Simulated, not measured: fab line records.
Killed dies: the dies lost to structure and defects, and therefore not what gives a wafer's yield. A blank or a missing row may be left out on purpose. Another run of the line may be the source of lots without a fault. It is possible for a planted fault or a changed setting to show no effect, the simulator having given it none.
Chamber matching | flow n5-finfet | 4 sister chambers for N5_ILD0_ALD_15 on ald-sin-01
The step deposits SiNx, target thk 24 nm, pulse time 1 s, ald cycles 480. 4 wafers are shown with their chamber, then 11 later ones without.

WAFERS WITH THEIR CHAMBER
wafer  | chamber | heater-power-w (W)
L087.4 | 0       | 844
L088.2 | 2       | 791
L088.6 | 3       | 945
L089.1 | 1       | 819

WAFERS MISSING THEIR CHAMBER
wafer  | heater-power-w (W)
L089.3 | 783
L089.5 | 820
L090.2 | 817
L090.3 | 803
L090.4 | 841
L094.1 | 837
L094.2 | 930
L094.5 | 816
L096.1 | 796
L096.3 | 786
L096.5 | 812

WHICH CHAMBER EACH ONE RAN IN
wafer  | from the rows above     | in truth
L089.3 | 2                       | 2
L089.5 | 1                       | 1
L090.2 | 1                       | 1
L090.3 | can't be placed: 2 or 1 | 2
L090.4 | 0                       | 0
L094.1 | can't be placed: 0 or 1 | 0
L094.2 | 3                       | 3
L094.5 | 1                       | 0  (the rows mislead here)
L096.1 | 2                       | 2
L096.3 | 2                       | 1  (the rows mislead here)
L096.5 | can't be placed: 1 or 2 | 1
Placed correctly: 6 of 11. Cannot be placed on the basis of these rows: 3; the candidates contain the true chamber in 3. Wrongly placed: 2.
How it was worked out, from the rows above alone: a wafer's distance from a chamber is the root of the sum, over the readings, of the square of ((its reading less the chamber's mean) divided by the reading's scatter). The wafer belongs to the nearest chamber; if the next one is less than 2 further off, it can't be placed. A chamber's mean is the mean of its shown wafers. The scatter: root of mean squared gap, hidden wafer to nearest shown wafer, with one shown wafer a chamber.
